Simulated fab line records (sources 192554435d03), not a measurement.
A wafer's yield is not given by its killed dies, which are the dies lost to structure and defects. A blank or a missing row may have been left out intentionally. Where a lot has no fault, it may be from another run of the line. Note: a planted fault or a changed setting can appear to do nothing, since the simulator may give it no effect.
Split-lot experiment :: flow n5_finfet :: 39 wafers read across 7 lots, on a route 1938 steps long

== ON THE SPLIT ==
At N5_BEOL_M10_ETCH_62 (etches SOC in N2/H2, target depth 110 nm, overetch 22 nm, time 165 s), the setting time_s was moved away from the recipe's 165 s on 15 of the 39 wafers read, by -47.0% to +58.7%. This setting was run at the recipe's value on the other wafers.

Reading taken at the split's own step.

== THE READING ==
SiARC_of_BEOL_M10_COAT_60.thk_nm (the simulator's own value, which no gauge read), in nm, at N5_BEOL_M10_ETCH_62 (etches SOC in N2/H2, target depth 110 nm, overetch 22 nm, time 165 s). The file gives no usual value for it. Across the 24 wafers here that went through the recipe, the average is 23.5 nm and the standard deviation 0.2 nm.

wafer: L081.1
tool, chamber at the split: rie_diel-06, 3
time_s as run, s: 261.9
against the recipe: +58.7%
SiARC_of_BEOL_M10_COAT_60.thk_nm, nm: 19.6
against lot-mates on the recipe: -4.1

wafer: L081.2
tool, chamber at the split: rie_diel-06, 0
time_s as run, s: 165
against the recipe: recipe
SiARC_of_BEOL_M10_COAT_60.thk_nm, nm: 23.8
against lot-mates on the recipe: -

wafer: L081.3
tool, chamber at the split: rie_diel-06, 2
time_s as run, s: 165
against the recipe: recipe
SiARC_of_BEOL_M10_COAT_60.thk_nm, nm: 23.4
against lot-mates on the recipe: -

wafer: L081.4
tool, chamber at the split: rie_diel-06, 1
time_s as run, s: 165
against the recipe: recipe
SiARC_of_BEOL_M10_COAT_60.thk_nm, nm: 23.8
against lot-mates on the recipe: -

wafer: L081.5
tool, chamber at the split: rie_diel-06, 3
time_s as run, s: 261.9
against the recipe: +58.7%
SiARC_of_BEOL_M10_COAT_60.thk_nm, nm: 19.6
against lot-mates on the recipe: -4.1

wafer: L081.6
tool, chamber at the split: rie_diel-06, 2
time_s as run, s: 261.9
against the recipe: +58.7%
SiARC_of_BEOL_M10_COAT_60.thk_nm, nm: 19.6
against lot-mates on the recipe: -4.1

wafer: L084.1
tool, chamber at the split: rie_diel-06, 0
time_s as run, s: 165
against the recipe: recipe
SiARC_of_BEOL_M10_COAT_60.thk_nm, nm: 23.8
against lot-mates on the recipe: -

wafer: L084.2
tool, chamber at the split: rie_diel-06, 1
time_s as run, s: 165
against the recipe: recipe
SiARC_of_BEOL_M10_COAT_60.thk_nm, nm: 23.6
against lot-mates on the recipe: -

wafer: L084.3
tool, chamber at the split: rie_diel-06, 3
time_s as run, s: 165
against the recipe: recipe
SiARC_of_BEOL_M10_COAT_60.thk_nm, nm: 23.2
against lot-mates on the recipe: -

wafer: L084.4
tool, chamber at the split: rie_diel-06, 2
time_s as run, s: 87.49
against the recipe: -47.0%
SiARC_of_BEOL_M10_COAT_60.thk_nm, nm: 26.4
against lot-mates on the recipe: +2.9

wafer: L084.5
tool, chamber at the split: rie_diel-06, 1
time_s as run, s: 87.49
against the recipe: -47.0%
SiARC_of_BEOL_M10_COAT_60.thk_nm, nm: 26.4
against lot-mates on the recipe: +2.9

wafer: L084.6
tool, chamber at the split: rie_diel-06, 0
time_s as run, s: 87.49
against the recipe: -47.0%
SiARC_of_BEOL_M10_COAT_60.thk_nm, nm: 26.6
against lot-mates on the recipe: +3.1

wafer: L090.2
tool, chamber at the split: rie_diel-06, 2
time_s as run, s: 165
against the recipe: recipe
SiARC_of_BEOL_M10_COAT_60.thk_nm, nm: 23.6
against lot-mates on the recipe: -

wafer: L090.4
tool, chamber at the split: rie_diel-06, 3
time_s as run, s: 165
against the recipe: recipe
SiARC_of_BEOL_M10_COAT_60.thk_nm, nm: 23.4
against lot-mates on the recipe: -

wafer: L090.6
tool, chamber at the split: rie_diel-06, 1
time_s as run, s: 165
against the recipe: recipe
SiARC_of_BEOL_M10_COAT_60.thk_nm, nm: 23.6
against lot-mates on the recipe: -

wafer: L092.1
tool, chamber at the split: rie_diel-05, 2
time_s as run, s: 113.9
against the recipe: -31.0%
SiARC_of_BEOL_M10_COAT_60.thk_nm, nm: 25.4
against lot-mates on the recipe: +2.2

wafer: L092.2
tool, chamber at the split: rie_diel-05, 0
time_s as run, s: 165
against the recipe: recipe
SiARC_of_BEOL_M10_COAT_60.thk_nm, nm: 23
against lot-mates on the recipe: -

wafer: L092.3
tool, chamber at the split: rie_diel-05, 1
time_s as run, s: 113.9
against the recipe: -31.0%
SiARC_of_BEOL_M10_COAT_60.thk_nm, nm: 25.2
against lot-mates on the recipe: +2.0

wafer: L092.4
tool, chamber at the split: rie_diel-05, 1
time_s as run, s: 165
against the recipe: recipe
SiARC_of_BEOL_M10_COAT_60.thk_nm, nm: 23.2
against lot-mates on the recipe: -

wafer: L092.5
tool, chamber at the split: rie_diel-05, 2
time_s as run, s: 165
against the recipe: recipe
SiARC_of_BEOL_M10_COAT_60.thk_nm, nm: 23.4
against lot-mates on the recipe: -

wafer: L092.6
tool, chamber at the split: rie_diel-05, 0
time_s as run, s: 113.9
against the recipe: -31.0%
SiARC_of_BEOL_M10_COAT_60.thk_nm, nm: 25.2
against lot-mates on the recipe: +2.0

wafer: L095.1
tool, chamber at the split: rie_diel-01, 3
time_s as run, s: 165
against the recipe: recipe
SiARC_of_BEOL_M10_COAT_60.thk_nm, nm: 23.4
against lot-mates on the recipe: -

wafer: L095.2
tool, chamber at the split: rie_diel-01, 2
time_s as run, s: 165
against the recipe: recipe
SiARC_of_BEOL_M10_COAT_60.thk_nm, nm: 23.4
against lot-mates on the recipe: -

wafer: L095.3
tool, chamber at the split: rie_diel-01, 1
time_s as run, s: 165
against the recipe: recipe
SiARC_of_BEOL_M10_COAT_60.thk_nm, nm: 23.4
against lot-mates on the recipe: -

wafer: L095.4
tool, chamber at the split: rie_diel-01, 0
time_s as run, s: 165
against the recipe: recipe
SiARC_of_BEOL_M10_COAT_60.thk_nm, nm: 23.4
against lot-mates on the recipe: -

wafer: L095.5
tool, chamber at the split: rie_diel-01, 0
time_s as run, s: 165
against the recipe: recipe
SiARC_of_BEOL_M10_COAT_60.thk_nm, nm: 23.2
against lot-mates on the recipe: -

wafer: L095.6
tool, chamber at the split: rie_diel-01, 1
time_s as run, s: 165
against the recipe: recipe
SiARC_of_BEOL_M10_COAT_60.thk_nm, nm: 23.4
against lot-mates on the recipe: -

wafer: L093.1
tool, chamber at the split: rie_diel-05, 3
time_s as run, s: 191.2
against the recipe: +15.9%
SiARC_of_BEOL_M10_COAT_60.thk_nm, nm: 22.6
against lot-mates on the recipe: -1.0

wafer: L093.2
tool, chamber at the split: rie_diel-05, 2,3
time_s as run, s: 165
against the recipe: recipe
SiARC_of_BEOL_M10_COAT_60.thk_nm, nm: 23.6
against lot-mates on the recipe: -

wafer: L093.6
tool, chamber at the split: rie_diel-05, 2,3
time_s as run, s: 165
against the recipe: recipe
SiARC_of_BEOL_M10_COAT_60.thk_nm, nm: 23.6
against lot-mates on the recipe: -

wafer: L093.3
tool, chamber at the split: rie_diel-05, 1
time_s as run, s: 191.2
against the recipe: +15.9%
SiARC_of_BEOL_M10_COAT_60.thk_nm, nm: 22.4
against lot-mates on the recipe: -1.2

wafer: L093.4
tool, chamber at the split: rie_diel-05, 0
time_s as run, s: 191.2
against the recipe: +15.9%
SiARC_of_BEOL_M10_COAT_60.thk_nm, nm: 22.4
against lot-mates on the recipe: -1.2

wafer: L093.5
tool, chamber at the split: rie_diel-05, 0
time_s as run, s: 165
against the recipe: recipe
SiARC_of_BEOL_M10_COAT_60.thk_nm, nm: 23.6
against lot-mates on the recipe: -

wafer: L096.1
tool, chamber at the split: rie_diel-06, 2
time_s as run, s: 127.1
against the recipe: -23.0%
SiARC_of_BEOL_M10_COAT_60.thk_nm, nm: 25
against lot-mates on the recipe: +1.6

wafer: L096.2
tool, chamber at the split: rie_diel-06, 0
time_s as run, s: 127.1
against the recipe: -23.0%
SiARC_of_BEOL_M10_COAT_60.thk_nm, nm: 25.2
against lot-mates on the recipe: +1.8

wafer: L096.3
tool, chamber at the split: rie_diel-06, 3
time_s as run, s: 165
against the recipe: recipe
SiARC_of_BEOL_M10_COAT_60.thk_nm, nm: 23.4
against lot-mates on the recipe: -

wafer: L096.4
tool, chamber at the split: rie_diel-06, 1
time_s as run, s: 127.1
against the recipe: -23.0%
SiARC_of_BEOL_M10_COAT_60.thk_nm, nm: 25
against lot-mates on the recipe: +1.6

wafer: L096.5
tool, chamber at the split: rie_diel-06, 2
time_s as run, s: 165
against the recipe: recipe
SiARC_of_BEOL_M10_COAT_60.thk_nm, nm: 23.4
against lot-mates on the recipe: -

wafer: L096.6
tool, chamber at the split: rie_diel-06, 3
time_s as run, s: 165
against the recipe: recipe
SiARC_of_BEOL_M10_COAT_60.thk_nm, nm: 23.4
against lot-mates on the recipe: -
When a row names more than one chamber, that row covers several wafers, and the file does not tell which wafer ran in which chamber.

FIT RESULTS
A straight line over all 39 wafers: SiARC_of_BEOL_M10_COAT_60.thk_nm changes by -0.0645 nm for each +1% of time_s; r = -0.99; the points scatter about the line by 0.18 nm.
The same after taking each lot's own level away (the mean of its wafers on the recipe; 39 wafers): -0.0673 nm for each +1%; r = -1.00; scatter 0.14 nm.
Per that fit: largest time_s move, reading shift of 4 nm.
From 23.20 to 23.67 nm: that is the span of the lots' own levels, equal to 2.4 times the standard deviation above.
The two slopes are in agreement: the lot-to-lot level therefore moves the slope only a little.
Check: -3.95 nm against its lot-mates is what the line predicts for one of the wafers moved furthest among these (+58.7%) when that wafer is left out of the fit. Against them it came out at -4.07 nm.

== THESE WAFERS: OTHER SPLITS ==
These wafers also went through other splits before the reading. Each is held against what the fit with the lots' levels taken away leaves over:
other split on the same wafers: N5_BEOL_M7_ILD_DEP_00 target_thk_a
wafers away from the commonest value: 15
r with SiARC_of_BEOL_M10_COAT_60.thk_nm (lot level and that fit taken away): -0.24

== THE WHOLE CHAIN: every reading that the file lists as answering this split, in the file's order ==
step: N5_BEOL_M10_ETCH_62
what it does: etches SOC in N2/H2, target depth 110 nm, overetch 22 nm, time 165 s
reading: etch.depth_nm (the simulator's own value, which no gauge read)
change (the file's fit): not straight: 67.74 at the lowest setting, 99.93 at the recipe, 100.2 at the highest
r (the file's): not given

step: N5_BEOL_M10_ETCH_62
what it does: etches SOC in N2/H2, target depth 110 nm, overetch 22 nm, time 165 s
reading: SiARC_of_BEOL_M10_COAT_60.thk_nm (the simulator's own value, which no gauge read)
change (the file's fit): -0.0672 nm for each +1% of the setting
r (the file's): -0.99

== THE FILE'S OWN FIT ==
SiARC_of_BEOL_M10_COAT_60.thk_nm changes by -0.0672 nm for each +1% of time_s, r = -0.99.
